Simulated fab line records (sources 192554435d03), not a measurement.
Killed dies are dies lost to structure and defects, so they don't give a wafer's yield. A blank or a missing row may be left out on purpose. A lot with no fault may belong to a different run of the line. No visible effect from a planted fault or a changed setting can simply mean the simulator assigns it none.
Split-lot study :: flow n5_finfet :: on a route of 1938 steps: 7 lots, 21 wafers read

THE SPLIT ITSELF
At N5_BEOL_M5_TRENCH_ETCH_37 (etches SiCOH lowk in C4F6/O2, target depth 71.652 nm, time 24.7 s), the setting bias_w was moved away from the recipe's 185 W on 7 of the 21 wafers read, by -11.6% to +15.4%. The other wafers ran this setting at the recipe's value.

The reading is taken at the split's own step.

THE READING
rf_vpp_V, in V, at N5_BEOL_M5_TRENCH_ETCH_37 (etches SiCOH lowk in C4F6/O2, target depth 71.652 nm, time 24.7 s). A value of 659 V with a standard deviation of 10 V is what fault-free wafers of this fab line usually give.

wafer: L076.1
tool, chamber at the split: rie_diel-03, 3
bias_w as run, W: 185
against the recipe: recipe
rf_vpp_V, V: 655
against lot-mates on the recipe: -

wafer: L076.2
tool, chamber at the split: rie_diel-03, 1
bias_w as run, W: 185
against the recipe: recipe
rf_vpp_V, V: 651
against lot-mates on the recipe: -

wafer: L076.4
tool, chamber at the split: rie_diel-03, 0
bias_w as run, W: 185
against the recipe: recipe
rf_vpp_V, V: 665
against lot-mates on the recipe: -

wafer: L082.1
tool, chamber at the split: rie_diel-01, 1
bias_w as run, W: 170.4
against the recipe: -7.9%
rf_vpp_V, V: 607
against lot-mates on the recipe: -59

wafer: L082.2
tool, chamber at the split: rie_diel-01, 0
bias_w as run, W: 170.4
against the recipe: -7.9%
rf_vpp_V, V: 612
against lot-mates on the recipe: -54

wafer: L082.6
tool, chamber at the split: rie_diel-01, 2
bias_w as run, W: 185
against the recipe: recipe
rf_vpp_V, V: 666
against lot-mates on the recipe: -

wafer: L089.2
tool, chamber at the split: rie_diel-01, 2
bias_w as run, W: 185
against the recipe: recipe
rf_vpp_V, V: 667
against lot-mates on the recipe: -

wafer: L089.3
tool, chamber at the split: rie_diel-01, 0
bias_w as run, W: 185
against the recipe: recipe
rf_vpp_V, V: 654
against lot-mates on the recipe: -

wafer: L089.6
tool, chamber at the split: rie_diel-01, 0
bias_w as run, W: 185
against the recipe: recipe
rf_vpp_V, V: 655
against lot-mates on the recipe: -

wafer: L093.4
tool, chamber at the split: rie_diel-03, 1
bias_w as run, W: 185
against the recipe: recipe
rf_vpp_V, V: 650
against lot-mates on the recipe: -

wafer: L093.5
tool, chamber at the split: rie_diel-03, 2
bias_w as run, W: 163.5
against the recipe: -11.6%
rf_vpp_V, V: 592
against lot-mates on the recipe: -60

wafer: L093.6
tool, chamber at the split: rie_diel-03, 3
bias_w as run, W: 185
against the recipe: recipe
rf_vpp_V, V: 654
against lot-mates on the recipe: -

wafer: L094.1
tool, chamber at the split: rie_diel-03, 0
bias_w as run, W: 213.5
against the recipe: +15.4%
rf_vpp_V, V: 743
against lot-mates on the recipe: +90

wafer: L094.5
tool, chamber at the split: rie_diel-03, 3
bias_w as run, W: 185
against the recipe: recipe
rf_vpp_V, V: 653
against lot-mates on the recipe: -

wafer: L094.6
tool, chamber at the split: rie_diel-03, 0
bias_w as run, W: 213.5
against the recipe: +15.4%
rf_vpp_V, V: 743
against lot-mates on the recipe: +90

wafer: L092.1
tool, chamber at the split: rie_diel-02, 0
bias_w as run, W: 185
against the recipe: recipe
rf_vpp_V, V: 652
against lot-mates on the recipe: -

wafer: L092.4
tool, chamber at the split: rie_diel-02, 0
bias_w as run, W: 185
against the recipe: recipe
rf_vpp_V, V: 651
against lot-mates on the recipe: -

wafer: L092.5
tool, chamber at the split: rie_diel-02, 2
bias_w as run, W: 185
against the recipe: recipe
rf_vpp_V, V: 660
against lot-mates on the recipe: -

wafer: L096.1
tool, chamber at the split: rie_diel-03, 0
bias_w as run, W: 176.4
against the recipe: -4.6%
rf_vpp_V, V: 638
against lot-mates on the recipe: -15

wafer: L096.2
tool, chamber at the split: rie_diel-03, 3
bias_w as run, W: 185
against the recipe: recipe
rf_vpp_V, V: 653
against lot-mates on the recipe: -

wafer: L096.6
tool, chamber at the split: rie_diel-03, 0
bias_w as run, W: 176.4
against the recipe: -4.6%
rf_vpp_V, V: 638
against lot-mates on the recipe: -15

FIT RESULTS
A straight line over all 21 wafers: rf_vpp_V changes by +5.57 V for each +1% of bias_w; r = +0.99; the points scatter about the line by 5.6 V.
The same after taking each lot's own level away (the mean of its wafers on the recipe; 21 wafers): +5.79 V for each +1%; r = +0.98; scatter 6.7 V.
Per that fit: largest bias_w move, reading shift of 89 V.
From 652.0 to 666.0 V: that is the span of the lots' own levels, equal to 1.4 times the standard deviation above.
The two slopes are in agreement: the lot-to-lot level therefore moves the slope only a little.
Check: +89.7 V against its lot-mates is what the line predicts for one of the wafers moved furthest among these (+15.4%) when that wafer is left out of the fit. Against them it came out at +90 V.
Tool readings at the split's step, against how far the setting was moved: rf_vpp_V r = +0.99.

FURTHER SPLITS ON THESE WAFERS
These wafers also went through other splits before the reading. Each is held against what the fit with the lots' levels taken away leaves over:
other split on the same wafers: N5_BEOL_M2_TRENCH_ETCH_37 time_s
wafers away from the commonest value: 5
r with rf_vpp_V (lot level and that fit taken away): -0.16

other split on the same wafers: N5_BEOL_M4_COAT_67 spin_rpm
wafers away from the commonest value: 5
r with rf_vpp_V (lot level and that fit taken away): -0.29

other split on the same wafers: N5_BEOL_M4_DESCUM_33 time_s
wafers away from the commonest value: 7
r with rf_vpp_V (lot level and that fit taken away): +0.45

other split on the same wafers: N5_BEOL_M5_COAT_71 spin_rpm
wafers away from the commonest value: 8
r with rf_vpp_V (lot level and that fit taken away): +0.28

other split on the same wafers: N5_BEOL_M5_ETCH_68 bias_w
wafers away from the commonest value: 8
r with rf_vpp_V (lot level and that fit taken away): -0.21

FILE'S OWN FIT
rf_vpp_V changes by +5.68 V for each +1% of bias_w, r = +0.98.
